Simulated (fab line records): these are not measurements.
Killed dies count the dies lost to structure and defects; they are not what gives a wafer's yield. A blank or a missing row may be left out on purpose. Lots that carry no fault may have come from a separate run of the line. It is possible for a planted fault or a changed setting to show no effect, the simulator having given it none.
Struck lot and sound lot, side by side :: flow n5_finfet :: 15 steps out of a route of 1938
Sound: wafers L767.1, L767.3, L767.5. Wafers L776.1, L776.3, L776.5 were the ones struck. At the end, the cause is stated.
Each step with rows lists, per side, the tool, then ch with its chambers, then its first start. Under that, the readings that differ: sound wafers :: struck wafers :: difference of the means :: sigmas: that difference in standard deviations of wafers without a fault.
alike: readings with means less than 2 such deviations apart, plus words and numbers identical on both sides. not compared: withheld readings, readings lacking a value on some wafer, bounds such as >300 that could conceal the same value, and numbers that have no deviation in the record and whose values overlap.
Wherever a step has rows on one side only, a row that says differs or no value, or a row with sigmas, the two part there. When numbers do not overlap yet have no deviation, they are printed without sigmas and do not part them. A reading that every wafer of one side lacks parts them only if that side has two wafers or more.

first, 1 step without rows for these wafers: N5_BEOL_M10_DEVELOP_27 (develop time 30 s).
N5_BEOL_M10_CD_MEAS_28 targets a cd of 70 nm.
  sound on cd_sem-02 ch 0, day 10 16:00; struck on cd_sem-01 ch 0, day 13 13:41
  alike: cd_nm
N5_BEOL_M10_OVL_MEAS_29:
  sound on overlay-01 ch 0, day 10 16:02; struck on overlay-01 ch 0, day 13 13:43
  alike: V9_OVL
N5_BEOL_M10_INSPECT_30: inspects for defects (brightfield).
  struck on defect_inspect-02, day 13 13:44; sound on defect_inspect-02, day 10 16:03
reading: raw_defect_count
sound: 509 580 601
struck: 384 431 366
difference: -170
sigmas: -2
N5_BEOL_M10_DESCUM_33: chemistry O2, time 7.9 s.
  sound on rie_diel-03 ch 0,2, day 10 16:05; struck on rie_diel-02 ch 0,2,3, day 13 13:47
reading: throttle_valve_pct (%)
sound: 20.03 20.00 19.99
struck: 20.65 20.54 20.69
difference: +0.62
sigmas: +3
  alike: drypump_motor_current_A, oes_product_au, rf_vpp_V, showerhead_plenum_p_Torr
  not compared: rf_hours_counter_h
then, 3 steps without rows for these wafers: N5_BEOL_M10_ETCH_65 (etches SiARC in CF4, target depth 39 nm, time 65 s); N5_BEOL_M10_ETCH_66 (etches SOC in N2/H2, target depth 120 nm, overetch 24 nm, time 180 s); N5_BEOL_M10_STRIP_69 (strips in N2/H2).
N5_BEOL_M10_VIA_ETCH_34: etches SiCOH lowk in C4F6/O2, target depth 184.5 nm, time 69.2 s.
  sound on rie_diel-03 ch 0,2, day 10 16:18; struck on rie_diel-02 ch 0,2,3, day 13 13:59
reading: throttle_valve_pct (%)
sound: 20.55 20.31 20.33
struck: 20.99 21.14 21.15
difference: +0.70
sigmas: +3
  alike: O2_flow_sccm, drypump_motor_current_A, oes_product_au, rf_fwd_power_W, rf_vpp_V, showerhead_plenum_p_Torr
  not compared: rf_hours_counter_h
then, 1 step without rows for these wafers: N5_BEOL_M10_STRIP_73 (strips in C4F6/O2).
N5_BEOL_M10_STRIP_36: strips in N2/H2.
  sound on rie_diel-03 ch 0,2, day 10 16:22; struck on rie_diel-02 ch 0,2,3, day 13 14:03
reading: throttle_valve_pct (%)
sound: 23.0 22.9 22.9
struck: 23.5 23.9 24.3
difference: +1.0
sigmas: +3
  alike: drypump_motor_current_A, n2_flow_sccm, oes_product_au, rf_vpp_V, showerhead_plenum_p_Torr
  not compared: rf_hours_counter_h
N5_BEOL_M10_TRENCH_ETCH_37: etches SiCOH lowk in C4F6/O2, target depth 148.83 nm, time 48 s.
  sound on rie_diel-03 ch 0,2; struck on rie_diel-02 ch 0,2,3
reading: throttle_valve_pct (%)
sound: 20.57 20.36 20.35
struck: 21.02 21.19 21.17
difference: +0.70
sigmas: +3
  alike: O2_flow_sccm, drypump_motor_current_A, oes_product_au, rf_fwd_power_W, rf_vpp_V, showerhead_plenum_p_Torr
  not compared: rf_hours_counter_h
N5_BEOL_M10_ETCH_41: etches SiCN in CH3F/O2, target depth 42.6 nm, time 86 s.
  sound on rie_diel-03 ch 0,2, day 10 16:26; struck on rie_diel-02 ch 0,2,3, day 13 14:08
reading: oes_product_au (a.u.)
sound: 0.85 0.81 0.81
struck: 0.68 0.64 0.77
difference: -0.13
sigmas: -2

reading: rf_fwd_power_W (W)
sound: 393.5 394.5 394.4
struck: 297.5 294.7 296.9
difference: -97.8
sigmas: -70

reading: rf_vpp_V (V)
sound: 299.1 300.5 297.8
struck: 326.5 324.3 324.6
difference: +26.0
sigmas: +20

reading: throttle_valve_pct (%)
sound: 15.95 15.81 15.81
struck: 16.46 16.58 16.46
difference: +0.64
sigmas: +3

reading: model.etch.depth_nm (nm)
sound: 32.72 32.69 32.49
struck: 28.3 28.21 28.92
difference: -4.2
sigmas: 
  alike: O2_flow_sccm, drypump_motor_current_A, showerhead_plenum_p_Torr
  not compared: rf_hours_counter_h
N5_BEOL_M10_STRIP_77: strips in N2/H2, time 10 s.
  sound on rie_diel-03 ch 0,2; struck on rie_diel-02 ch 0,2,3
reading: throttle_valve_pct (%)
sound: 23.0 22.9 22.9
struck: 23.5 23.9 24.3
difference: +1.0
sigmas: +3
  alike: drypump_motor_current_A, n2_flow_sccm, oes_product_au, rf_vpp_V, showerhead_plenum_p_Torr
  not compared: rf_hours_counter_h
-- a jump in the record: the struck wafers' starts before and after are 2 days apart (it breaks off in module BEOL_M10 and resumes in module PASSIVATION, where the first step shown is number 1936 of the route) --
N5_PASSIVATION_PROBE_49:
  only the struck wafers here have rows in the record (prober-02, day 15 20:33); the sound ones have none

WHERE THEY PART
At N5_BEOL_M10_INSPECT_30 first; at N5_PASSIVATION_PROBE_49 last (within this record only).

WHY: the cause the simulator had injected
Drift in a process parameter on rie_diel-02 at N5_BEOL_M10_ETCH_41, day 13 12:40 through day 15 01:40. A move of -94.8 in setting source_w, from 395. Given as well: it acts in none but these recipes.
